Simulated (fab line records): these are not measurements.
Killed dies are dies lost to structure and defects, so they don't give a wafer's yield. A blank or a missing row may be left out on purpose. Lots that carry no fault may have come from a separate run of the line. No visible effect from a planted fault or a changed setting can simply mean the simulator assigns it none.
Chamber matching	flow nand_harc	pecvd-04 running NHARC_A_STAIRCASE_DEP_156: 3 sister chambers
The step deposits SiNx, target thk 50 nm. 6 wafers are shown with their chamber, then 10 later ones without.

WAFERS PAIRED WITH THEIR CHAMBERS
wafer	chamber	heater_power_w (W)	susceptor_temp_C (C)
L083.4	2	559	400.05
L083.5	0	725	399.88
L087.4	1	760	399.93
L087.6	2	580	399.92
L089.3	0	600	399.94
L089.4	1	733	399.97

WAFERS WITH NO CHAMBER GIVEN
wafer	heater_power_w (W)	susceptor_temp_C (C)
L089.6	558	399.96
L091.1	544	400.06
L091.3	756	400.09
L091.6	741	399.88
L094.2	587	400.16
L094.3	721	400.00
L094.6	631	399.97
L096.3	750	400.04
L096.4	720	399.85
L096.6	756	399.74

THE CHAMBER EACH PASSED THROUGH
wafer	from the rows above	in truth
L089.6	can't be placed: 2 or 0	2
L091.1	2	2
L091.3	can't be placed: 1 or 0 or 2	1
L091.6	can't be placed: 1 or 0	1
L094.2	can't be placed: 2 or 0 or 1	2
L094.3	can't be placed: 1 or 0 or 2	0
L094.6	can't be placed: 0 or 2 or 1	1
L096.3	can't be placed: 1 or 0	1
L096.4	can't be placed: 0 or 1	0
L096.6	can't be placed: 0 or 1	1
Correct placement for 1 of the 10. These rows do not allow placing 9 (true chamber among the candidates in 9). 0 placed wrongly.
How it was worked out, from the rows above alone: a wafer's distance from a chamber is the root of the sum, over the readings, of the square of ((its reading less the chamber's mean) divided by the reading's scatter). The wafer belongs to the nearest chamber; if the next one is less than 2 further off, it can't be placed. Each chamber's mean is taken over the wafers shown for it. The scatter is the square root of a quotient: the sum, over the shown wafers, of each reading's squared deviation from its chamber's mean, divided by wafers minus chambers.
